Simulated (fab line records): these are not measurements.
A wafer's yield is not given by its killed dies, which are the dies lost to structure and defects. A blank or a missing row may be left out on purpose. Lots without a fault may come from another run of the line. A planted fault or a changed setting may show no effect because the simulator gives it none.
Code-filled problem report in 8D (eight disciplines) form || flow nandHarc || the parts of the form that need people (team, actions taken, sign-off) are left out

== 1. WHAT WENT WRONG ==
heaterPowerTotalW at NHARC_A_CONTACT_SOFTBAKE_37 reads a mean of 222.64 W on 3 wafers of 2 lots; wafers without a fault read 188.45 W with a standard deviation of 0.13. So: +99 or more standard deviations from the usual mean.
The step: time 55 s.
First observed at day 18 20:00: wafer L881.1, on lithoTrack-04. Wafers with a number at this step in the record: 38, from 13 lots. The rule behind "out" and "out of limits": a value lying over 4 standard deviations away from the usual mean. Any other wafer with a number is counted as sound.

== 2. WHAT IT IS, AND WHAT IT ISN'T ==
{"question": "which readings at this step", "is": "heaterPowerTotalW", "is not": "-"}
{"question": "which lots", "is": "L880, L881", "is not": "L871, L872, L875, L878, L883, L884, L888, L891, L892, L893, L894"}
{"question": "which wafers of those lots", "is": "L880.1, L880.3, L881.1", "is not": "L880.2, L881.4"}
{"question": "read on which tools", "is": "lithoTrack-04", "is not": "lithoTrack-01, lithoTrack-06"}
{"question": "when", "is": "from day 18 20:00", "is not": "up to then (13 sound wafers); but 22 sound wafers of L880, L883, L884, L888, L891, L892, L893, L894 came after"}

== 3. WHAT RULES OUT EACH SUSPECT ==
Counting: any tool at a process step up to the reading remains a suspect provided it ran every lot that is out. Sound lots after the first of them don't rule it out here, since some wafers of a struck lot are sound.
- lithoTrack-04 at NHARC_A_CONTACT_SOFTBAKE_37 (time 55 s): kept. It ran every lot that is out, first L881 (day 18 20:00); its last sound lot up to then is L875 (day 16 17:00). Its own heaterPowerTotalW readings are out on those wafers.
Remaining after the count: lithoTrack-04 at NHARC_A_CONTACT_SOFTBAKE_37.

== 4. THE CAUSE (what the simulator had put in) ==
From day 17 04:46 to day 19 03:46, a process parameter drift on lithoTrack-04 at NHARC_A_CONTACT_SOFTBAKE_37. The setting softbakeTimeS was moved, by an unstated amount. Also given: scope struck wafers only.
After counting, this tool was the only one left.

== 5. THE CHAIN OF EFFECTS, in route order ==
Each row: a reading whose mean over the struck wafers that have a number lies more than 3 standard deviations from the usual. Readings are gone through only where the record gives a usual standard deviation; hours: the median, over the lots, of the time from a lot's start at the first step in this table giving one to that lot's start at this step; sigmas: the change measured in usual standard deviations.
{"hours": 0, "step": "NHARC_A_CONTACT_SOFTBAKE_37", "reading": "heaterPowerTotalW", "usual": "188.45 W", "on struck wafers": 222.64, "change": "+34.19", "sigmas": "+99 or more"}
Process steps it contains:
- NHARC_A_CONTACT_SOFTBAKE_37: time 55 s.

== 6. HOW IT WOULD HAVE BEEN CAUGHT EARLIER ==
39 hours passed between the start of the fault at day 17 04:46 and the first reading out of limits in this record, taken at day 18 20:00.
